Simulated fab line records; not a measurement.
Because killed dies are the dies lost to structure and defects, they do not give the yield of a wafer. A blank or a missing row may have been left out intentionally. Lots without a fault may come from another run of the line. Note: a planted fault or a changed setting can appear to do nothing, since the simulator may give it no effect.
A lot that was struck, set against a sound lot | flow nandHarc | 41 steps out of a route of 1302
Sound: these wafers, L956.1, L956.2, L956.5. Wafers L951.1, L951.5, L951.6 were the ones struck. The cause comes at the end.
Each step with rows lists, per side, the tool, then ch with its chambers, then its first start. Under that, the readings that differ: sound wafers | struck wafers | difference of the means | sigmas: that difference in standard deviations of wafers without a fault.
alike: a reading whose means differ by less than 2 such deviations, as well as words and numbers matching on both sides. not compared: withheld readings; readings where some wafer has no value; bounds like >300 that might hide an equal value; numbers whose values overlap and for which the record gives no deviation.
A row with sigmas, a row that says differs or no value, or rows on one side alone: a step with any of these is where the two part. Non-overlapping numbers with no deviation appear without sigmas and do not part them. A reading that every wafer of one side lacks parts them only if that side has two wafers or more.

first, 4 steps without rows for these wafers: NHARC_A_SGD_CUT_SRD_19; NHARC_A_SGD_CUT_DEP_20 (deposits SiO2, target thk 150 nm); NHARC_A_SGD_CUT_ANNEAL_27 (time 1800 s); NHARC_A_SGD_CUT_CMP_21 (polishes, target thk 148.19 nm).
NHARC_A_SGD_CUT_THK_MEAS_22: measures by ellipsometry.
  sound on filmMetro-02, day 27 06:07; struck on filmMetro-01, day 26 02:42
  alike: thkNm
then, 4 steps without rows for these wafers: NHARC_A_SGD_CUT_SRD_23; NHARC_A_SGD_CUT_ETCH_26 (etches SiO2 in dHF, target depth 45.8 nm); NHARC_A_SGD_CUT_ETCHBACK_24 (etches the open film in CH3F/O2, target depth 50 nm, time 92.857 s); NHARC_A_SGD_CUT_STRIP_28 (strips in O2, time 20 s).
NHARC_A_SGD_CUT_INSPECT_25:
  sound on defectInspect-01, day 27 06:35; struck on defectInspect-01, day 26 03:10
reading        | sound       | struck      | difference | sigmas
rawDefectCount | 323 359 251 | 586 385 397 | +145       | +2
NHARC_A_SLIT_DEP_25: deposits SiO2, target thk 200 nm.
  sound on pecvd-03 ch 0,1,2, day 27 06:39; struck on pecvd-01 ch 0,1, day 26 03:19
  alike: flowSccm, heaterPowerW, throttleValvePct
then, 1 step without rows for these wafers: NHARC_A_SLIT_DEP_00 (deposits aC, target thk 6200 nm).
NHARC_A_SLIT_DEP_23: deposits SiON, target thk 100 nm.
  sound on pecvd-01 ch 0,1, day 27 10:58; struck on pecvd-04 ch 0,1,2, day 26 10:49
  alike: heaterPowerW
then, 8 steps without rows for these wafers: NHARC_A_SLIT_DEHYDRATE_01 (time 120 s); NHARC_A_SLIT_HMDS_02 (time 30 s); NHARC_A_SLIT_COAT_03 (resist thk 90 nm); NHARC_A_SLIT_SOFTBAKE_04 (time 55 s); NHARC_A_SLIT_EBR_05; NHARC_A_SLIT_EXPOSE_06 (exposes mask SLIT); NHARC_A_SLIT_PEB_07 (peb time 65 s); NHARC_A_SLIT_DEVELOP_08 (develop time 35 s).
NHARC_A_SLIT_CD_MEAS_09: target cd 300 nm.
  sound on cdSem-03 ch 0, day 27 11:42; struck on cdSem-02 ch 0, day 26 11:26
  alike: cdNm
NHARC_A_SLIT_OVL_MEAS_10:
  sound on overlay-02, day 27 11:47; struck on overlay-01, day 26 11:31
reading         | sound          | struck       | difference | sigmas
overlayXNm (nm) | -2.1 -2.1 -1.3 | -0.3 0.5 0.5 | +2.1       | +2
  alike: overlayYNm
NHARC_A_SLIT_INSPECT_11:
  sound on defectInspect-02, day 27 11:49; struck on defectInspect-01, day 26 11:33
reading        | sound    | struck      | difference | sigmas
rawDefectCount | 29 23 18 | 480 486 482 | +459       | +14
NHARC_A_SLIT_DESCUM_14: chemistry O2, time 3 s.
  sound on rieDiel-07 ch 2,3, day 27 11:53; struck on rieDiel-07 ch 2,3, day 26 11:37
  alike: drypumpMotorCurrentA, oesProductAu, rfVppV, showerheadPlenumPTorr, throttleValvePct
  not compared: rfHoursCounterH
NHARC_A_SLIT_ETCH_24: etches the open film in CF4/CHF3, target depth 121 nm, time 60.5 s.
  sound on rieDiel-07 ch 0,2,3, day 27 12:37; struck on rieDiel-03 ch 1,2, day 26 11:44
reading             | sound             | struck            | difference | sigmas
oesProductAu (a.u.) | 0.921 0.931 0.944 | 1.019 1.028 0.989 | +0.080     | +5
  alike: cf4FlowSccm, drypumpMotorCurrentA, rfVppV, showerheadPlenumPTorr, throttleValvePct
  not compared: rfHoursCounterH
NHARC_A_SLIT_ETCH_15: etches the open film in O2/COS, target depth 6200 nm, time 1612 s.
  sound on rieDiel-07 ch 0,2,3; struck on rieDiel-01 ch 1,2, day 26 11:58
  alike: drypumpMotorCurrentA, oesProductAu, rfVppV, showerheadPlenumPTorr, throttleValvePct
  not compared: rfHoursCounterH
then, 3 steps without rows for these wafers: NHARC_A_SLIT_ETCH_17 (etches the open film in C4F8/O2/Ar, time 4254.5 s, target depth 20300 nm); NHARC_A_SLIT_ETCH_26 (etches the open film in C4F8/O2/Ar, time 90 s, target depth 400 nm); NHARC_A_SLIT_STRIP_28 (strips in O2/COS).
NHARC_A_SLIT_ETCH_29: etches the open film in CF4/O2, target depth 100 nm, overetch 10 nm, time 55 s.
  sound on rieDiel-01 ch 0,1, day 27 21:10; struck on rieDiel-07 ch 2,3, day 26 17:27
reading                      | sound             | struck            | difference | sigmas
rfVppV (V)                   | 196.4 196.5 195.4 | 200.4 199.2 198.4 | +3.2       | +2
showerheadPlenumPTorr (Torr) | 1.25 1.26 1.26    | 1.39 1.39 1.34    | +0.12      | +2
  alike: cf4FlowSccm, drypumpMotorCurrentA, oes_f_703_au, oesProductAu, throttleValvePct
  not compared: rfHoursCounterH
then, 3 steps without rows for these wafers: NHARC_A_SLIT_STRIP_18 (strips in O2); NHARC_A_SLIT_PRECLEAN_19 (cleans in SC1); NHARC_A_SLIT_SRD_20.
NHARC_A_SLIT_CD_MEAS_21:
  sound on cdSem-02, day 27 21:45; struck on cdSem-03, day 26 17:59
  alike: cdNm
then, 3 steps without rows for these wafers: NHARC_A_SIN_REMOVE_WET_00 (chemistry H3PO4, time 15300 s); NHARC_A_SIN_REMOVE_PRECLEAN_01 (cleans in SC1); NHARC_A_SIN_REMOVE_SRD_02.
NHARC_A_SIN_REMOVE_INSPECT_04:
  sound on defectInspect-02, day 28 04:21; struck on defectInspect-01, day 27 00:35
reading        | sound       | struck      | difference | sigmas
rawDefectCount | 384 379 316 | 969 764 776 | +477       | +6
then, 1 step without rows for these wafers: NHARC_A_WL_FILL_ALD_00 (deposits Al2O3, target thk 3 nm, pulse time 3 s, ald cycles 30).
-- the record jumps here: 4 days lie between the struck wafers' starts before and after (it left off in module A_WL_FILL and takes up again in module END, whose first step shown is number 1302 of the route) --
NHARC_END_SORT_01:
  at this point the record logs the struck wafers (prober-01 ch 0, day 30 20:57) and has no rows for the sound ones

## WHERE THEY PART
Earliest at NHARC_A_SGD_CUT_INSPECT_25; latest, in this record, at NHARC_END_SORT_01.

WHY: what the simulator had put in
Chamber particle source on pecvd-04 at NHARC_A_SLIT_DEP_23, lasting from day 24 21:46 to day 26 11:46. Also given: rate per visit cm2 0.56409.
